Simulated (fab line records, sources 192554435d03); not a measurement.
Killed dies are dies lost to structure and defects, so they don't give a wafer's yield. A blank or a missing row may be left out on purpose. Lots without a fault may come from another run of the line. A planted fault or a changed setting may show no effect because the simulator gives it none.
Which tool did it? | flow n5_finfet | 17 lots, 51 wafers sampled, at 6 steps of a route of 1938

WHAT THE GAUGES READ, wafer by wafer
The record holds no reading of a measuring or inspecting step that can be judged against a usual standard deviation.

WHICH TOOL RAN EACH LOT (tool, then ch and the chambers of the sampled wafers, then the start)
lot  | N5_GATE_CUT_ETCH_58                | N5_GATE_CUT_CUT_ETCH_53           | N5_MOL_CONTACT_COAG_ETCH_59        | N5_MOL_CONTACT_COAG_ETCH_105       | N5_MOL_CONTACT_COAG_CONTACT_ETCH_14 | N5_MOL_CONTACT_COAG_SIL_ANNEAL_21
L074 | rie_diel-06 ch 0,2,3, day 4 12:08  | rie_metal-01 ch 1, day 4 16:01    | rie_diel-02 ch 1,2,3, day 4 20:38  | rie_diel-02 ch 1,2,3, day 4 20:40  | rie_diel-02 ch 1,2,3, day 4 20:47   | rtp_anneal-02 ch 0, day 4 22:32
L075 | rie_diel-05 ch 0,1, day 4 14:55    | rie_metal-01 ch 1, day 4 19:26    | rie_diel-02 ch 1,3, day 5 01:14    | rie_diel-02 ch 1,3, day 5 01:15    | rie_diel-02 ch 1,3, day 5 01:23     | rtp_anneal-01 ch 0, day 5 02:37
L076 | rie_diel-05 ch 0,1,2, day 4 19:22  | rie_metal-02 ch 0,1, day 5 00:56  | rie_diel-04 ch 0,2,3, day 5 05:30  | rie_diel-04 ch 0,2,3, day 5 05:31  | rie_diel-04 ch 0,2,3, day 5 05:39   | rtp_anneal-02 ch 0, day 5 07:43
L078 | rie_diel-05 ch 2,3, day 5 08:31    | rie_metal-03 ch 0,1, day 5 12:20  | rie_diel-02 ch 1,2,3, day 5 15:55  | rie_diel-02 ch 1,2,3, day 5 15:56  | rie_diel-02 ch 1,2,3, day 5 16:04   | rtp_anneal-02 ch 0, day 5 17:25
L079 | rie_diel-06 ch 1,2,3, day 5 13:16  | rie_metal-01 ch 1, day 5 17:33    | rie_diel-04 ch 0,1,3, day 5 21:23  | rie_diel-04 ch 0,1,3, day 5 21:24  | rie_diel-04 ch 0,1,3, day 5 21:32   | rtp_anneal-01 ch 0, day 5 22:55
L081 | rie_diel-06 ch 0,1,3, day 6 02:31  | rie_metal-01 ch 1, day 6 06:25    | rie_diel-02 ch 0,1,2, day 6 10:07  | rie_diel-02 ch 0,1,2, day 6 10:08  | rie_diel-02 ch 0,1,2, day 6 10:16   | rtp_anneal-01 ch 0, day 6 12:15
L082 | rie_diel-03 ch 1,3, day 6 09:02    | rie_metal-03 ch 0,1, day 6 13:04  | rie_diel-01 ch 0,1,2, day 6 16:37  | rie_diel-01 ch 0,1,2, day 6 16:38  | rie_diel-01 ch 0,1,2, day 6 16:46   | rtp_anneal-02 ch 0, day 6 18:04
L083 | rie_diel-03 ch 1,2, day 6 17:48    | rie_metal-01 ch 1, day 6 21:41    | rie_diel-01 ch 1,3, day 7 01:25    | rie_diel-01 ch 1,3, day 7 01:26    | rie_diel-01 ch 1,3, day 7 01:33     | rtp_anneal-01 ch 0, day 7 02:52
L084 | rie_diel-05 ch 2,3, day 6 22:42    | rie_metal-01 ch 1, day 7 03:33    | rie_diel-01 ch 0,3, day 7 07:17    | rie_diel-01 ch 0,3, day 7 07:18    | rie_diel-01 ch 0,3, day 7 07:26     | rtp_anneal-02 ch 0, day 7 08:37
L085 | rie_diel-06 ch 1,2,3, day 7 07:20  | rie_metal-01 ch 0,1, day 7 11:56  | rie_diel-04 ch 1,2,3, day 7 15:25  | rie_diel-04 ch 1,2,3, day 7 15:26  | rie_diel-04 ch 1,2,3, day 7 15:34   | rtp_anneal-02 ch 0, day 7 16:56
L086 | rie_diel-05 ch 0,1,2, day 7 10:53  | rie_metal-03 ch 0,1, day 7 15:09  | rie_diel-01 ch 2,3, day 7 18:56    | rie_diel-01 ch 2,3, day 7 18:57    | rie_diel-01 ch 2,3, day 7 19:05     | rtp_anneal-01 ch 0, day 7 20:37
L087 | rie_diel-05 ch 0,1, day 7 17:29    | rie_metal-02 ch 0,1, day 7 21:52  | rie_diel-04 ch 2,3, day 8 02:01    | rie_diel-04 ch 2,3, day 8 02:02    | rie_diel-04 ch 2,3, day 8 02:10     | rtp_anneal-01 ch 0, day 8 04:01
L092 | rie_diel-03 ch 1,2,3, day 8 22:38  | rie_metal-02 ch 0,1, day 9 02:31  | rie_diel-02 ch 2,3, day 9 06:42    | rie_diel-02 ch 2,3, day 9 06:43    | rie_diel-02 ch 2,3, day 9 06:50     | rtp_anneal-01 ch 0, day 9 08:24
L093 | rie_diel-05 ch 1,2, day 9 05:59    | rie_metal-02 ch 0, day 9 10:01    | rie_diel-02 ch 1,2,3, day 9 13:41  | rie_diel-02 ch 1,2,3, day 9 13:42  | rie_diel-02 ch 1,2,3, day 9 13:50   | rtp_anneal-01 ch 0, day 9 15:18
L096 | rie_diel-03 ch 2,3, day 9 22:36    | rie_metal-02 ch 1, day 10 02:22   | rie_diel-04 ch 0,1,2, day 10 06:46 | rie_diel-04 ch 0,1,2, day 10 06:47 | rie_diel-04 ch 0,1,2, day 10 06:55  | rtp_anneal-02 ch 0, day 10 08:19
L097 | rie_diel-05 ch 0,2,3, day 10 02:57 | rie_metal-03 ch 0,1, day 10 06:47 | rie_diel-04 ch 0,1,3, day 10 10:19 | rie_diel-04 ch 0,1,3, day 10 10:20 | rie_diel-04 ch 0,1,3, day 10 10:27  | rtp_anneal-01 ch 0, day 10 11:52
L091 | rie_diel-05 ch 0,1, day 10 05:04   | rie_metal-03 ch 0,1, day 10 09:04 | rie_diel-02 ch 0,1, day 10 12:28   | rie_diel-02 ch 0,1, day 10 12:29   | rie_diel-02 ch 0,1, day 10 12:37    | rtp_anneal-01 ch 0, day 10 14:03
- N5_GATE_CUT_ETCH_58: etches SiNx in CH3F/O2, target depth 17 nm, time 128.6 s.
- N5_GATE_CUT_CUT_ETCH_53: etches W in SF6/Cl2, target depth 79.2 nm.
- N5_MOL_CONTACT_COAG_ETCH_59: etches underlayer in N2/H2, target depth 13 nm, time 10.4 s.
- N5_MOL_CONTACT_COAG_ETCH_105: etches SiARC in CF4, target depth 15.6 nm, time 26 s.
- N5_MOL_CONTACT_COAG_CONTACT_ETCH_14: etches SiO2 in C4F6/O2, target depth 27.5 nm, overetch 8.5 nm, time 20 s.
- N5_MOL_CONTACT_COAG_SIL_ANNEAL_21: time 60 s.

WHAT THE TOOLS THEMSELVES READ (means of the sampled wafers that have a number; where no wafer has one, the mark that the record gives instead)
N5_GATE_CUT_ETCH_58. Usual: bias_w 21.00 W, standard deviation 0.061; drypump_motor_current_A 5.8 A, standard deviation 0.56; oes_product_au 0.79 a.u., standard deviation 0.081; rf_vpp_V 99.1 V, standard deviation 1; showerhead_plenum_p_Torr 2.00 Torr, standard deviation 0.079; throttle_valve_pct 16.41 %, standard deviation 0.19.
lot  | tool        | bias_w (W) | drypump_motor_current_A (A) | oes_product_au (a.u.) | rf_vpp_V (V) | showerhead_plenum_p_Torr (Torr) | throttle_valve_pct (%) | flag
L074 | rie_diel-06 | 21.02      | 5.7                         | 0.78                  | 99.4         | 1.98                            | 16.57                  |
L075 | rie_diel-05 | 21.01      | 6.3                         | 0.84                  | 99.8         | 2.05                            | 16.14                  |
L076 | rie_diel-05 | 20.98      | 5.7                         | 0.88                  | 98.2         | 2.00                            | 16.21                  |
L078 | rie_diel-05 | 21.00      | 5.1                         | 0.86                  | 98.0         | 1.94                            | 16.42                  |
L079 | rie_diel-06 | 20.98      | 5.9                         | 0.81                  | 99.0         | 1.99                            | 16.51                  |
L081 | rie_diel-06 | 21.01      | 6.0                         | 0.78                  | 99.4         | 2.04                            | 16.60                  |
L082 | rie_diel-03 | 21.02      | 5.8                         | 0.73                  | 99.1         | 2.01                            | 16.44                  |
L083 | rie_diel-03 | 20.99      | 6.1                         | 0.72                  | 99.4         | 2.05                            | 16.54                  |
L084 | rie_diel-05 | 21.00      | 5.1                         | 0.75                  | 97.3         | 1.91                            | 16.50                  |
L085 | rie_diel-06 | 21.01      | 5.9                         | 0.78                  | 98.9         | 1.98                            | 16.53                  |
L086 | rie_diel-05 | 21.00      | 5.7                         | 0.84                  | 99.5         | 2.00                            | 16.26                  |
L087 | rie_diel-05 | 21.04      | 6.3                         | 0.83                  | 99.2         | 2.05                            | 16.18                  |
L092 | rie_diel-03 | 20.95      | 6.0                         | 0.72                  | 100.0        | 2.02                            | 16.50                  |
L093 | rie_diel-05 | 20.96      | 5.2                         | 0.83                  | 98.7         | 1.94                            | 16.36                  |
L096 | rie_diel-03 | 20.98      | 5.8                         | 0.70                  | 98.6         | 2.01                            | 16.52                  |
L097 | rie_diel-05 | 21.01      | 5.6                         | 0.89                  | 99.2         | 2.07                            | 16.26                  |
L091 | rie_diel-05 | 21.01      | 5.9                         | 0.78                  | 98.8         | 1.97                            | 16.24                  |

N5_GATE_CUT_CUT_ETCH_53. Usual: bias_w 79.96 W, standard deviation 0.25; drypump_motor_current_A 5.6 A, standard deviation 0.44; etch_rf_on_time_s 26.7 s, standard deviation 0.74; oes_product_au 0.65 a.u., standard deviation 0.07; throttle_valve_pct 28.7 %, standard deviation 0.32.
lot  | tool         | bias_w (W) | drypump_motor_current_A (A) | etch_rf_on_time_s (s) | oes_product_au (a.u.) | throttle_valve_pct (%) | flag
L074 | rie_metal-01 | 80.02      | 5.7                         | 27.1                  | 0.70                  | 28.5                   |
L075 | rie_metal-01 | 80.03      | 5.7                         | 27.3                  | 0.69                  | 28.5                   |
L076 | rie_metal-02 | 80.11      | 5.5                         | 26.3                  | 0.64                  | 28.4                   |
L078 | rie_metal-03 | 79.99      | 5.5                         | 26.9                  | 0.63                  | 29.0                   |
L079 | rie_metal-01 | 79.78      | 5.7                         | 27.3                  | 0.69                  | 28.4                   |
L081 | rie_metal-01 | 79.95      | 5.7                         | 27.0                  | 0.69                  | 28.5                   |
L082 | rie_metal-03 | 79.56      | 5.4                         | 27.1                  | 0.63                  | 29.0                   |
L083 | rie_metal-01 | 79.80      | 5.7                         | 26.9                  | 0.68                  | 28.5                   |
L084 | rie_metal-01 | 79.78      | 5.7                         | 26.8                  | 0.68                  | 28.5                   |
L085 | rie_metal-01 | 79.81      | 5.7                         | 26.9                  | 0.66                  | 28.8                   |
L086 | rie_metal-03 | 79.60      | 5.4                         | 26.8                  | 0.62                  | 29.0                   |
L087 | rie_metal-02 | 79.61      | 5.6                         | 26.3                  | 0.62                  | 28.4                   |
L092 | rie_metal-02 | 79.86      | 5.6                         | 26.4                  | 0.62                  | 28.4                   |
L093 | rie_metal-02 | 80.25      | 5.1                         | 26.8                  | 0.62                  | 28.4                   |
L096 | rie_metal-02 | 79.91      | 6.5                         | 25.5                  | 0.62                  | 28.4                   |
L097 | rie_metal-03 | 80.14      | 5.2                         | 25.8                  | 0.68                  | 29.0                   |
L091 | rie_metal-03 | 79.67      | 5.5                         | 27.0                  | 0.60                  | 29.0                   |

N5_MOL_CONTACT_COAG_ETCH_59. Usual: bias_w 150.0 W, standard deviation 0.41; drypump_motor_current_A 5.9 A, standard deviation 0.45; etch_rf_on_time_s 10.41 s, standard deviation 0.25; n2_flow_sccm 200.0 sccm, standard deviation 0.62; oes_product_au 0.67 a.u., standard deviation 0.067; rf_vpp_V 524.3 V, standard deviation 1.9; showerhead_plenum_p_Torr 2.55 Torr, standard deviation 0.057; throttle_valve_pct 17.87 %, standard deviation 0.19.
lot  | tool        | bias_w (W) | drypump_motor_current_A (A) | etch_rf_on_time_s (s) | n2_flow_sccm (sccm) | oes_product_au (a.u.) | rf_vpp_V (V) | showerhead_plenum_p_Torr (Torr) | throttle_valve_pct (%) | flag
L074 | rie_diel-02 | 149.6      | 5.9                         | 10.33                 | 199.6               | 0.65                  | 525.6        | 2.57                            | 17.84                  |
L075 | rie_diel-02 | 150.2      | 5.6                         | 10.38                 | 200.1               | 0.66                  | 524.7        | 2.53                            | 17.72                  |
L076 | rie_diel-04 | 150.4      | 5.6                         | 10.23                 | 199.7               | 0.65                  | 524.4        | 2.57                            | 17.78                  |
L078 | rie_diel-02 | 150.1      | 5.9                         | 10.36                 | 199.7               | 0.65                  | 524.6        | 2.57                            | 17.86                  |
L079 | rie_diel-04 | 150.3      | 5.5                         | 10.28                 | 199.9               | 0.64                  | 525.0        | 2.57                            | 17.94                  |
L081 | rie_diel-02 | 150.1      | 6.2                         | 10.39                 | 200.2               | 0.71                  | 525.6        | 2.59                            | 17.87                  |
L082 | rie_diel-01 | 150.4      | 5.9                         | 10.70                 | 199.6               | 0.68                  | 522.8        | 2.50                            | 17.95                  |
L083 | rie_diel-01 | 150.1      | 6.5                         | 10.53                 | 200.4               | 0.65                  | 526.2        | 2.60                            | 17.99                  |
L084 | rie_diel-01 | 149.5      | 6.2                         | 10.85                 | 200.3               | 0.62                  | 522.5        | 2.49                            | 17.89                  |
L085 | rie_diel-04 | 150.0      | 5.7                         | 10.16                 | 200.2               | 0.66                  | 524.3        | 2.58                            | 17.87                  |
L086 | rie_diel-01 | 150.3      | 6.3                         | 10.62                 | 200.3               | 0.62                  | 524.8        | 2.56                            | 18.01                  |
L087 | rie_diel-04 | 150.0      | 5.9                         | 10.29                 | 200.1               | 0.66                  | 524.7        | 2.57                            | 17.73                  |
L092 | rie_diel-02 | 149.9      | 6.1                         | 10.34                 | 200.2               | 0.62                  | 526.0        | 2.60                            | 18.04                  |
L093 | rie_diel-02 | 150.0      | 5.9                         | 10.30                 | 200.6               | 0.63                  | 524.1        | 2.55                            | 17.90                  |
L096 | rie_diel-04 | 149.7      | 5.6                         | 10.25                 | 199.8               | 0.65                  | 524.2        | 2.54                            | 17.85                  |
L097 | rie_diel-04 | 150.1      | 5.5                         | 10.21                 | 199.9               | 0.71                  | 525.1        | 2.56                            | 17.88                  |
L091 | rie_diel-02 | 150.0      | 6.0                         | 10.46                 | 200.5               | 0.70                  | 524.8        | 2.57                            | 17.72                  |

N5_MOL_CONTACT_COAG_ETCH_105. Usual: bias_w 35.98 W, standard deviation 0.11; drypump_motor_current_A 5.9 A, standard deviation 0.45; etch_rf_on_time_s 26.0 s, standard deviation 0.56; oes_product_au 0.67 a.u., standard deviation 0.067; rf_vpp_V 184.3 V, standard deviation 1; showerhead_plenum_p_Torr 2.16 Torr, standard deviation 0.054; throttle_valve_pct 15.67 %, standard deviation 0.21.
lot  | tool        | bias_w (W) | drypump_motor_current_A (A) | etch_rf_on_time_s (s) | oes_product_au (a.u.) | rf_vpp_V (V) | showerhead_plenum_p_Torr (Torr) | throttle_valve_pct (%) | flag
L074 | rie_diel-02 | 36.05      | 5.9                         | 25.7                  | 0.66                  | 184.3        | 2.18                            | 15.74                  |
L075 | rie_diel-02 | 35.95      | 5.6                         | 26.1                  | 0.66                  | 184.2        | 2.15                            | 15.65                  |
L076 | rie_diel-04 | 35.97      | 5.6                         | 25.5                  | 0.65                  | 184.7        | 2.17                            | 15.64                  |
L078 | rie_diel-02 | 35.98      | 5.9                         | 25.9                  | 0.64                  | 183.8        | 2.18                            | 15.76                  |
L079 | rie_diel-04 | 36.03      | 5.5                         | 25.6                  | 0.65                  | 184.4        | 2.17                            | 15.76                  |
L081 | rie_diel-02 | 35.97      | 6.2                         | 26.2                  | 0.71                  | 185.2        | 2.19                            | 15.73                  |
L082 | rie_diel-01 | 35.95      | 5.9                         | 26.2                  | 0.69                  | 183.2        | 2.10                            | 15.56                  |
L083 | rie_diel-01 | 35.97      | 6.5                         | 26.3                  | 0.65                  | 186.1        | 2.20                            | 15.87                  |
L084 | rie_diel-01 | 36.03      | 6.2                         | 26.8                  | 0.62                  | 184.0        | 2.10                            | 15.61                  |
L085 | rie_diel-04 | 35.99      | 5.7                         | 25.7                  | 0.66                  | 184.6        | 2.18                            | 15.69                  |
L086 | rie_diel-01 | 36.00      | 6.3                         | 27.0                  | 0.62                  | 183.7        | 2.15                            | 15.84                  |
L087 | rie_diel-04 | 35.87      | 5.9                         | 25.8                  | 0.66                  | 183.8        | 2.18                            | 15.58                  |
L092 | rie_diel-02 | 36.07      | 6.1                         | 26.0                  | 0.62                  | 183.4        | 2.20                            | 15.90                  |
L093 | rie_diel-02 | 35.96      | 5.9                         | 26.2                  | 0.63                  | 184.1        | 2.17                            | 15.81                  |
L096 | rie_diel-04 | 35.95      | 5.6                         | 25.9                  | 0.65                  | 183.5        | 2.14                            | 15.57                  |
L097 | rie_diel-04 | 36.04      | 5.5                         | 25.6                  | 0.71                  | 184.5        | 2.16                            | 15.68                  |
L091 | rie_diel-02 | 36.04      | 6.1                         | 26.1                  | 0.71                  | 184.6        | 2.17                            | 15.63                  |

N5_MOL_CONTACT_COAG_CONTACT_ETCH_14. Usual: bias_w 185.0 W, standard deviation 0.56; drypump_motor_current_A 5.9 A, standard deviation 0.45; oes_f_703_au 0.79 a.u., standard deviation 0.079; oes_o_777_au 0.79 a.u., standard deviation 0.079; oes_product_au 0.67 a.u., standard deviation 0.063; rf_vpp_V 693.1 V, standard deviation 2.4; showerhead_plenum_p_Torr 2.91 Torr, standard deviation 0.073; throttle_valve_pct 21.38 %, standard deviation 0.23.
lot  | tool        | bias_w (W) | drypump_motor_current_A (A) | oes_f_703_au (a.u.) | oes_o_777_au (a.u.) | oes_product_au (a.u.) | rf_vpp_V (V) | showerhead_plenum_p_Torr (Torr) | throttle_valve_pct (%) | flag
L074 | rie_diel-02 | 184.7      | 5.9                         | 0.78                | 0.77                | 0.65                  | 694.9        | 2.95                            | 21.48                  |
L075 | rie_diel-02 | 185.2      | 5.6                         | 0.79                | 0.79                | 0.66                  | 692.8        | 2.91                            | 21.38                  |
L076 | rie_diel-04 | 184.7      | 5.6                         | 0.75                | 0.75                | 0.64                  | 693.4        | 2.92                            | 21.31                  |
L078 | rie_diel-02 | 185.2      | 5.9                         | 0.77                | 0.77                | 0.65                  | 694.0        | 2.94                            | 21.49                  |
L079 | rie_diel-04 | 185.3      | 5.5                         | 0.77                | 0.77                | 0.64                  | 693.8        | 2.93                            | 21.49                  |
L081 | rie_diel-02 | 185.2      | 6.2                         | 0.83                | 0.84                | 0.71                  | 694.3        | 2.96                            | 21.53                  |
L082 | rie_diel-01 | 184.8      | 5.9                         | 0.79                | 0.80                | 0.68                  | 690.9        | 2.82                            | 21.22                  |
L083 | rie_diel-01 | 184.9      | 6.5                         | 0.76                | 0.78                | 0.65                  | 695.8        | 2.95                            | 21.52                  |
L084 | rie_diel-01 | 185.1      | 6.1                         | 0.72                | 0.73                | 0.63                  | 691.4        | 2.83                            | 21.24                  |
L085 | rie_diel-04 | 184.6      | 5.7                         | 0.77                | 0.77                | 0.66                  | 694.0        | 2.93                            | 21.41                  |
L086 | rie_diel-01 | 184.3      | 6.4                         | 0.72                | 0.73                | 0.63                  | 693.3        | 2.90                            | 21.49                  |
L087 | rie_diel-04 | 185.1      | 5.9                         | 0.74                | 0.75                | 0.65                  | 694.0        | 2.93                            | 21.24                  |
L092 | rie_diel-02 | 185.1      | 6.1                         | 0.73                | 0.74                | 0.62                  | 694.7        | 2.97                            | 21.62                  |
L093 | rie_diel-02 | 185.1      | 5.9                         | 0.75                | 0.75                | 0.62                  | 694.3        | 2.93                            | 21.53                  |
L096 | rie_diel-04 | 185.5      | 5.6                         | 0.76                | 0.75                | 0.65                  | 692.5        | 2.89                            | 21.31                  |
L097 | rie_diel-04 | 184.7      | 5.5                         | 0.84                | 0.84                | 0.69                  | 693.8        | 2.91                            | 21.44                  |
L091 | rie_diel-02 | 185.1      | 6.1                         | 0.83                | 0.83                | 0.71                  | 693.9        | 2.94                            | 21.41                  |

N5_MOL_CONTACT_COAG_SIL_ANNEAL_21. Usual: lamp_power_pct 5.8 %, standard deviation 0.3; lamp_zone_5_pct 5.8 %, standard deviation 0.3; lamp_zone_6_pct 5.7 %, standard deviation 0.3; wafer_temp_C_max 552.2, standard deviation 0.72.
lot  | tool          | lamp_power_pct (%) | lamp_zone_5_pct (%) | lamp_zone_6_pct (%) | wafer_temp_C_max | flag
L074 | rtp_anneal-02 | 5.5                | 5.5                 | 5.4                 | 551.6            |
L075 | rtp_anneal-01 | 6.1                | 6.1                 | 6.0                 | 552.9            |
L076 | rtp_anneal-02 | 5.5                | 5.5                 | 5.4                 | 552.0            |
L078 | rtp_anneal-02 | 5.5                | 5.5                 | 5.4                 | 551.8            |
L079 | rtp_anneal-01 | 6.1                | 6.1                 | 6.0                 | 552.9            |
L081 | rtp_anneal-01 | 6.1                | 6.1                 | 6.0                 | 552.9            |
L082 | rtp_anneal-02 | 5.5                | 5.5                 | 5.4                 | 551.7            |
L083 | rtp_anneal-01 | 6.1                | 6.1                 | 6.0                 | 553.1            |
L084 | rtp_anneal-02 | 5.5                | 5.5                 | 5.4                 | 551.4            |
L085 | rtp_anneal-02 | 5.5                | 5.5                 | 5.4                 | 551.8            |
L086 | rtp_anneal-01 | 6.1                | 6.1                 | 6.0                 | 552.2            |
L087 | rtp_anneal-01 | 6.1                | 6.1                 | 6.0                 | 552.8            |
L092 | rtp_anneal-01 | 6.1                | 6.1                 | 6.0                 | 553.0            |
L093 | rtp_anneal-01 | 6.1                | 6.1                 | 6.0                 | 552.8            |
L096 | rtp_anneal-02 | 5.5                | 5.5                 | 5.4                 | 551.4            |
L097 | rtp_anneal-01 | 6.1                | 6.1                 | 6.0                 | 552.8            |
L091 | rtp_anneal-01 | 6.1                | 6.1                 | 6.0                 | 552.4            |

THE ANSWER, worked out from the rows above alone
Rule: a lot is off if the mean of its wafers that have a number lies more than 3 standard deviations from the usual mean. A lot without any number at a reading at which 4 lots or more have one is off too. The other lots that the step has rows for count as sound. The gauges are gone through in route order, then the tools' own readings, and for those a lot's mean is taken as printed above. The first step at which some lot is off is used, and at that step the reading that is off furthest; a lot without a number counts as furthest.
No lot is off at any reading shown: from this, nothing can be told.

WHAT THE SIMULATOR HAD PUT IN
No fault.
